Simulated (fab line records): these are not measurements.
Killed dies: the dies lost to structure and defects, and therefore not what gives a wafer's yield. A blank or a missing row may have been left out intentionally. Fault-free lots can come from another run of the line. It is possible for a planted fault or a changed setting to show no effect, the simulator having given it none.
Chamber matching | flow nandHarc | 4 sister chambers for NHARC_A_SGD_CUT_ETCHBACK_24 on rieDiel-10
The step etches the open film in CH3F/O2, target depth 50 nm, time 92.857 s. 18 wafers are shown with their chamber, then 9 later ones without.

WAFERS PAIRED WITH THEIR CHAMBERS
wafer  | chamber | drypumpMotorCurrentA (A) | rfVppV (V) | throttleValvePct (%)
L075.1 | 1       | 6.5                      | 242.6      | 20.645
L075.3 | 0       | 6.4                      | 243.4      | 20.665
L075.5 | 3       | 6.6                      | 244.9      | 20.676
L077.2 | 2       | 6.0                      | 245.1      | 20.653
L077.4 | 0       | 6.4                      | 243.8      | 20.660
L077.6 | 0       | 6.3                      | 244.8      | 20.672
L079.1 | 0       | 6.4                      | 244.9      | 20.674
L079.2 | 2       | 6.0                      | 245.6      | 20.673
L079.3 | 1       | 6.5                      | 241.9      | 20.661
L081.1 | 3       | 6.6                      | 244.8      | 20.664
L081.3 | 2       | 6.0                      | 247.1      | 20.655
L081.5 | 1       | 6.5                      | 243.1      | 20.654
L082.1 | 1       | 6.5                      | 242.2      | 20.651
L082.2 | 3       | 6.5                      | 244.3      | 20.665
L082.3 | 2       | 6.0                      | 245.4      | 20.653
L086.1 | 0       | 6.4                      | 245.3      | 20.654
L086.2 | 3       | 6.5                      | 245.5      | 20.674
L086.5 | 0       | 6.3                      | 243.0      | 20.666

SIGNATURES, as means of the wafers listed above
reading              | chamber 0 | chamber 1 | chamber 2 | chamber 3 | scatter within a chamber
drypumpMotorCurrentA | 6.367     | 6.500     | 6.000     | 6.550     | 0.0408
rfVppV               | 244.200   | 242.450   | 245.800   | 244.875   | 0.766
throttleValvePct     | 20.66517  | 20.65275  | 20.65850  | 20.66975  | 0.00758
Rule: for a wafer and a chamber, the distance is found by dividing, reading by reading, the gap between the wafer's reading and the chamber's mean by the reading's scatter, squaring, summing and taking the root. The wafer belongs to the nearest chamber; if the next one is less than 2 further off, it can't be placed. The scatter: the root of (the sum of the squares of (reading less its chamber's mean) over the shown wafers, divided by (wafers less chambers)).

WAFERS WITH NO CHAMBER GIVEN
wafer  | drypumpMotorCurrentA (A) | rfVppV (V) | throttleValvePct (%)
L091.2 | 6.5                      | 240.4      | 20.665
L091.3 | 6.4                      | 244.4      | 20.662
L091.4 | 6.0                      | 243.4      | 20.678
L093.1 | 6.3                      | 243.6      | 20.655
L093.3 | 6.0                      | 246.0      | 20.651
L093.4 | 6.5                      | 245.7      | 20.677
L096.1 | 6.0                      | 245.1      | 20.654
L096.2 | 6.6                      | 244.8      | 20.679
L096.5 | 6.4                      | 244.4      | 20.671

EACH ONE'S CHAMBER
wafer  | from the rows above | in truth
L091.2 | 1                   | 1
L091.3 | 0                   | 0
L091.4 | 2                   | 2
L093.1 | 0                   | 0
L093.3 | 2                   | 2
L093.4 | 3                   | 3
L096.1 | 2                   | 2
L096.2 | 3                   | 3
L096.5 | 0                   | 0
9 of 9 placed correctly. Left unplaced by these rows: 0. Wrongly placed: 0.
